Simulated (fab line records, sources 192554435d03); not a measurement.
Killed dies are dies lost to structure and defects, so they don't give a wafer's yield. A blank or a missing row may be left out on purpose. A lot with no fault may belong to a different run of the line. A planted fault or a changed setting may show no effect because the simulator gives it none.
Which of the tools did it?    flow n5-finfet    30 wafers from 10 lots sampled at 4 of the route's 1938 steps

WHAT THE GAUGES READ, wafer by wafer
N5_BEOL_M14_INSPECT_55: inspects for defects (darkfield). Usual: raw-defect-count 74, standard deviation 27.
lot   measured      on                 raw-defect-count  flag
L299  day 11 02:43  defect-inspect-01  94 86 86          
L302  day 12 04:34  defect-inspect-02  78 62 90          
L304  day 12 11:25  defect-inspect-02  49 69 42          
L305  day 12 17:25  defect-inspect-02  123 54 104        
L313  day 15 12:08  defect-inspect-01  106 94 82         
L314  day 15 12:30  defect-inspect-01  63 80 68          
L315  day 15 14:43  defect-inspect-01  109 110 56        
L316  day 16 06:19  defect-inspect-02  111 132 66        
L317  day 16 10:44  defect-inspect-02  63 66 34          
L320  day 16 20:31  defect-inspect-02  96 132 102        

TOOL THAT RAN EACH LOT (tool first, then ch and the chambers of the sampled wafers, then the start)
lot   N5_BEOL_M14_ETCH_38                            N5_BEOL_M14_SPUTTER_45        N5_BEOL_M14_CMP_49
L299  rie-diel-06 ch 0,3, day 11 01:39 or earlier    pvd-sputter-03, day 11 01:39  cmp-04 ch 0,3, day 11 02:16
L302  rie-diel-02 ch 1,2, day 12 03:31 or earlier    pvd-sputter-03, day 12 03:31  cmp-03 ch 2,3, day 12 04:09
L304  rie-diel-02 ch 0,1,2, day 12 10:09 or earlier  pvd-sputter-02, day 12 10:09  cmp-04 ch 0,1,2, day 12 10:58
L305  rie-diel-02 ch 1,2,3, day 12 15:47 or earlier  pvd-sputter-03, day 12 15:47  cmp-04 ch 0,2,3, day 12 16:58
L313  rie-diel-02 ch 0,2, day 15 11:05 or earlier    pvd-sputter-03, day 15 11:05  cmp-02 ch 1,3, day 15 11:43
L314  rie-diel-02 ch 0,1,2, day 15 11:26 or earlier  pvd-sputter-03, day 15 11:26  cmp-04 ch 1,2, day 15 12:05
L315  rie-diel-01 ch 1,2,3, day 15 13:33 or earlier  pvd-sputter-02, day 15 13:33  cmp-03 ch 0,2,3, day 15 14:16
L316  rie-diel-01 ch 0,2,3, day 16 05:01 or earlier  pvd-sputter-02, day 16 05:01  cmp-04 ch 0,1,3, day 16 05:52
L317  rie-diel-06 ch 1,2,3, day 16 09:40 or earlier  pvd-sputter-01, day 16 09:40  cmp-02 ch 0,3, day 16 10:17
L320  rie-diel-01 ch 1,3, day 16 19:28 or earlier    pvd-sputter-02, day 16 19:28  cmp-04 ch 0,1,2, day 16 20:04
- N5_BEOL_M14_ETCH_38: etches SiCN in CF4/N2, target depth 106.5 nm, time 120.6 s.
- N5_BEOL_M14_SPUTTER_45: material Cu, target thk 100 nm, time 16.67 s.
- N5_BEOL_M14_CMP_49: polishes, stops on SiO2, t overpolish 5.2 s, target thk 560 nm.

WHAT THE TOOLS THEMSELVES READ (means of the sampled wafers that have a number; where no wafer has one, the mark that the record gives instead)
N5_BEOL_M14_ETCH_38. Usual: cf4-flow-sccm is 60.00 sccm with standard deviation 0.17, chamber-pressure-mTorr is 40.00 mTorr with standard deviation 0.038, drypump-motor-current-A is 5.7 A with standard deviation 0.35, oes-product-au is 0.80 a.u. with standard deviation 0.069, rf-vpp-V is 381.8 V with standard deviation 1.7, showerhead-plenum-p-Torr is 2.18 Torr with standard deviation 0.064, and throttle-valve-pct is 15.30 % with standard deviation 0.12.
lot   tool         cf4-flow-sccm (sccm)  chamber-pressure-mTorr (mTorr)  drypump-motor-current-A (A)  oes-product-au (a.u.)  rf-vpp-V (V)  showerhead-plenum-p-Torr (Torr)  throttle-valve-pct (%)  flag
L299  rie-diel-06  59.95                 40.00                           5.6                          0.76                   382.8         2.25                             15.42                   
L302  rie-diel-02  60.11                 40.01                           5.7                          0.84                   381.1         2.15                             15.21                   
L304  rie-diel-02  59.90                 39.98                           5.8                          0.79                   381.9         2.19                             15.23                   
L305  rie-diel-02  60.10                 40.04                           5.6                          0.79                   382.2         2.19                             15.29                   
L313  rie-diel-02  59.95                 40.04                           5.8                          0.72                   383.3         2.22                             15.30                   
L314  rie-diel-02  59.97                 40.00                           5.8                          0.77                   381.3         2.18                             15.28                   
L315  rie-diel-01  60.06                 39.99                           5.9                          0.84                   380.2         2.15                             15.31                   
L316  rie-diel-01  60.09                 39.95                           5.8                          0.83                   381.1         2.14                             15.24                   
L317  rie-diel-06  60.01                 40.00                           5.8                          0.81                   382.8         2.22                             15.33                   
L320  rie-diel-01  60.04                 40.01                           5.8                          0.85                   381.4         2.16                             15.46                   

N5_BEOL_M14_SPUTTER_45. Usual: cathode-dc-power-W 26000 W, standard deviation 5.3; throttle-valve-pct 29.7 %, standard deviation 1.
lot   tool            cathode-dc-power-W (W)  throttle-valve-pct (%)  flag
L299  pvd-sputter-03  25998                   30.6                    
L302  pvd-sputter-03  25996                   30.4                    
L304  pvd-sputter-02  25999                   29.2                    
L305  pvd-sputter-03  25999                   30.4                    
L313  pvd-sputter-03  24848                   30.4                    OFF
L314  pvd-sputter-03  24851                   29.5                    OFF
L315  pvd-sputter-02  25998                   29.5                    
L316  pvd-sputter-02  26003                   28.8                    
L317  pvd-sputter-01  26003                   29.5                    
L320  pvd-sputter-02  25998                   29.3                    

N5_BEOL_M14_CMP_49. Usual: barrier-field-endpoint-s 11.30 s, standard deviation 0.28; clearing-platen-down-force-psi 2.000 psi, standard deviation 0.0041; motor-current-A 7.4 A, standard deviation 0.89; overpolish-run-s 5.200 s, standard deviation 0.0096; slurry-flow-ml-min 150.1, standard deviation 0.51; time-to-endpoint-s 119 s, standard deviation 4.2.
lot   tool    barrier-field-endpoint-s (s)  clearing-platen-down-force-psi (psi)  motor-current-A (A)  overpolish-run-s (s)  slurry-flow-ml-min  time-to-endpoint-s (s)  flag
L299  cmp-04  11.27                         2.003                                 6.6                  5.197                 150.0               117                     
L302  cmp-03  11.30                         2.000                                 7.8                  5.202                 150.3               119                     
L304  cmp-04  11.52                         1.997                                 7.0                  5.196                 149.9               119                     
L305  cmp-04  11.24                         2.001                                 7.0                  5.199                 150.1               123                     
L313  cmp-02  11.54                         2.003                                 8.3                  5.200                 149.8               121                     
L314  cmp-04  11.20                         1.999                                 7.1                  5.200                 149.6               118                     
L315  cmp-03  10.95                         1.997                                 8.2                  5.200                 150.4               114                     
L316  cmp-04  11.58                         1.998                                 6.7                  5.197                 149.8               125                     
L317  cmp-02  11.62                         2.006                                 8.5                  5.191                 150.8               127                     
L320  cmp-04  11.34                         2.002                                 7.0                  5.208                 150.5               118                     

THE ANSWER, worked out from the rows above alone
Rule: a lot is off if the mean of its wafers that have a number lies more than 3 standard deviations from the usual mean. A lot without any number at a reading at which 4 lots or more have one is off too. Any other lot the step has rows for is counted as sound. The gauges are gone through in route order, then the tools' own readings, and for those a lot's mean is taken as printed above. The first step at which some lot is off is used, and at that step the reading that is off furthest; a lot without a number counts as furthest.
Off, at N5_BEOL_M14_SPUTTER_45 on cathode-dc-power-W: L313, L314.
A tool fits if, at that step or a process step before it, it ran every lot that is off, and no sound lot after the first of them. Because N5_BEOL_M14_ETCH_38 lacks a start for some lots, the hours and order of its lots are taken from N5_BEOL_M14_SPUTTER_45. 2 tools fit, rie-diel-02 at N5_BEOL_M14_ETCH_38 and pvd-sputter-03 at N5_BEOL_M14_SPUTTER_45, so this cannot tell which one it is.

WHAT THE SIMULATOR HAD PUT IN
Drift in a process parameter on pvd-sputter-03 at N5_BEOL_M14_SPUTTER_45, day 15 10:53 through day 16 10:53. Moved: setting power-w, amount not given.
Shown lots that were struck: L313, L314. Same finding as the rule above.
